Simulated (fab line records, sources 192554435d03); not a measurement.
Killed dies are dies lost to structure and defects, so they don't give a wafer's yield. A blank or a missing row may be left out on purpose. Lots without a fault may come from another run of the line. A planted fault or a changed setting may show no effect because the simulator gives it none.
Chamber matching | flow n5_finfet | N5_BEOL_M8_STRIP_67 on rie_diel-05: 4 sister chambers
The step strips in CF4. 4 wafers are shown with their chamber, then 8 later ones without.

WAFERS WITH THEIR CHAMBER
wafer  | chamber | oes_product_au (a.u.)
L083.1 | 1       | 0.69
L083.3 | 3       | 0.95
L088.3 | 2       | 0.69
L091.1 | 0       | 0.90

WAFERS WITHOUT THEIR CHAMBER
wafer  | oes_product_au (a.u.)
L091.5 | 0.90
L091.6 | 0.69
L093.2 | 0.97
L093.4 | 0.89
L093.5 | 0.96
L095.1 | 0.88
L095.4 | 0.88
L095.5 | 0.89

WHICH CHAMBER EACH WENT THROUGH
wafer  | from the rows above     | in truth
L091.5 | 0                       | 0
L091.6 | can't be placed: 1 or 2 | 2
L093.2 | 3                       | 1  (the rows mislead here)
L093.4 | 0                       | 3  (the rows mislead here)
L093.5 | 3                       | 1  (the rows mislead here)
L095.1 | 0                       | 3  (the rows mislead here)
L095.4 | 0                       | 0
L095.5 | 0                       | 0
Placed correctly: 3 of 8. Can't be placed from these rows: 1 (the true chamber is among the candidates in 1). Placed wrongly: 4.
How it was worked out, from the rows above alone: a wafer's distance from a chamber is the root of the sum, over the readings, of the square of ((its reading less the chamber's mean) divided by the reading's scatter). The wafer belongs to the nearest chamber; if the next one is less than 2 further off, it can't be placed. A chamber's mean is the mean of its shown wafers. The scatter: with one shown wafer a chamber, the root of the mean of the squares of how far each hidden wafer lies from its nearest shown one.
